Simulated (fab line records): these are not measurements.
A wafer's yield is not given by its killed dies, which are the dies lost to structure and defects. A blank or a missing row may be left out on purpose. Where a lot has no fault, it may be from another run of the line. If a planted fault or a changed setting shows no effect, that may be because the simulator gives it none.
Split-lot study / flow n5Finfet / on a route of 1938 steps: 7 lots, 21 wafers read

THE SPLIT ITSELF
At N5_HKMG_FIN_ETCH_55 (etches SOC in N2/H2, target depth 240 nm, time 300 s), the setting biasW was moved away from the recipe's 150 W on 6 of the 21 wafers read, by -13.1% to +8.7%. All remaining wafers had this setting at the recipe value.

The reading is taken at the split's own step.

THE READING
rfVppV, in V, at N5_HKMG_FIN_ETCH_55 (etches SOC in N2/H2, target depth 240 nm, time 300 s). Fault-free wafers of this fab line usually give 524.0 V, standard deviation 2.6 V.

wafer=L077.1; tool, chamber at the split=rieDiel-04, 3; biasW as run, W=150; against the recipe=recipe; rfVppV, V=518.9; against lot-mates on the recipe=-
wafer=L077.3; tool, chamber at the split=rieDiel-04, 2; biasW as run, W=130.3; against the recipe=-13.1%; rfVppV, V=482.2; against lot-mates on the recipe=-36.7
wafer=L077.5; tool, chamber at the split=rieDiel-04, 2; biasW as run, W=130.3; against the recipe=-13.1%; rfVppV, V=482.9; against lot-mates on the recipe=-36.0
wafer=L078.2; tool, chamber at the split=rieDiel-06, 1; biasW as run, W=163.1; against the recipe=+8.7%; rfVppV, V=549.3; against lot-mates on the recipe=+27.0
wafer=L078.3; tool, chamber at the split=rieDiel-06, 0; biasW as run, W=163.1; against the recipe=+8.7%; rfVppV, V=553.4; against lot-mates on the recipe=+31.1
wafer=L078.5; tool, chamber at the split=rieDiel-06, 1; biasW as run, W=150; against the recipe=recipe; rfVppV, V=522.3; against lot-mates on the recipe=-
wafer=L085.2; tool, chamber at the split=rieDiel-04, 2; biasW as run, W=150; against the recipe=recipe; rfVppV, V=527.5; against lot-mates on the recipe=-
wafer=L085.4; tool, chamber at the split=rieDiel-04, 3; biasW as run, W=150; against the recipe=recipe; rfVppV, V=520.8; against lot-mates on the recipe=-
wafer=L085.5; tool, chamber at the split=rieDiel-04, 0; biasW as run, W=150; against the recipe=recipe; rfVppV, V=527.9; against lot-mates on the recipe=-
wafer=L086.1; tool, chamber at the split=rieDiel-04, 2; biasW as run, W=150; against the recipe=recipe; rfVppV, V=528.5; against lot-mates on the recipe=-
wafer=L086.3; tool, chamber at the split=rieDiel-04, 1; biasW as run, W=150; against the recipe=recipe; rfVppV, V=525.3; against lot-mates on the recipe=-
wafer=L086.4; tool, chamber at the split=rieDiel-04, 0; biasW as run, W=150; against the recipe=recipe; rfVppV, V=527.9; against lot-mates on the recipe=-
wafer=L089.2; tool, chamber at the split=rieDiel-06, 2; biasW as run, W=150; against the recipe=recipe; rfVppV, V=522.5; against lot-mates on the recipe=-
wafer=L089.3; tool, chamber at the split=rieDiel-06, 1; biasW as run, W=150; against the recipe=recipe; rfVppV, V=523.1; against lot-mates on the recipe=-
wafer=L089.5; tool, chamber at the split=rieDiel-06, 0; biasW as run, W=150; against the recipe=recipe; rfVppV, V=525.6; against lot-mates on the recipe=-
wafer=L091.2; tool, chamber at the split=rieDiel-06, 1; biasW as run, W=134.5; against the recipe=-10.3%; rfVppV, V=486.6; against lot-mates on the recipe=-36.8
wafer=L091.4; tool, chamber at the split=rieDiel-06, 0; biasW as run, W=150; against the recipe=recipe; rfVppV, V=523.4; against lot-mates on the recipe=-
wafer=L091.5; tool, chamber at the split=rieDiel-06, 1; biasW as run, W=134.5; against the recipe=-10.3%; rfVppV, V=484.9; against lot-mates on the recipe=-38.5
wafer=L095.1; tool, chamber at the split=rieDiel-02, 2; biasW as run, W=150; against the recipe=recipe; rfVppV, V=521.3; against lot-mates on the recipe=-
wafer=L095.3; tool, chamber at the split=rieDiel-02, 3; biasW as run, W=150; against the recipe=recipe; rfVppV, V=523.1; against lot-mates on the recipe=-
wafer=L095.6; tool, chamber at the split=rieDiel-02, 1; biasW as run, W=150; against the recipe=recipe; rfVppV, V=524.5; against lot-mates on the recipe=-

FIT RESULTS
A straight line over all 21 wafers: rfVppV changes by +3.31 V for each +1% of biasW; r = +0.99; the points scatter about the line by 3 V.
The same after taking each lot's own level away (the mean of its wafers on the recipe; 21 wafers): +3.16 V for each +1%; r = +0.99; scatter 2.9 V.
Per that fit: largest biasW move, reading shift of 41 V.
Measured against the standard deviation above, the lots' own levels, which go from 518.90 to 527.23 V, span 3.2 times it.
The two slopes are in agreement: the lot-to-lot level therefore moves the slope only a little.
Check: with one of the wafers moved furthest among these (-13.1%) left out of the fit, the line predicts -42.9 V for it against its lot-mates. It came out at -36.7 V against them.
Tool readings at the split's step, against how far the setting was moved: rfVppV r = +0.99.

ADDITIONAL SPLITS CARRIED BY THESE WAFERS
These wafers also went through other splits before the reading. Each is held against what the fit with the lots' levels taken away leaves over:
other split on the same wafers=N5_SDB_COAT_05 spinRpm; wafers away from the commonest value=9; r with rfVppV (lot level and that fit taken away)=-0.09

THE WHOLE CHAIN: every reading that the file lists as answering this split, in the file's order
step=N5_HKMG_FIN_ETCH_55; what it does=etches SOC in N2/H2, target depth 240 nm, time 300 s; reading=rfVppV; change (the file's fit)=+3.15 V for each +1% of the setting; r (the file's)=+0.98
step=N5_HKMG_FIN_ETCH_55; what it does=etches SOC in N2/H2, target depth 240 nm, time 300 s; reading=SiARC_of_HKMG_FIN_COAT_42.thkNm (the simulator's own value, which no gauge read); change (the file's fit)=-0.212 nm for each +1% of the setting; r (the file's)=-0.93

THE FILE'S OWN FIT
rfVppV changes by +3.15 V for each +1% of biasW, r = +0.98.
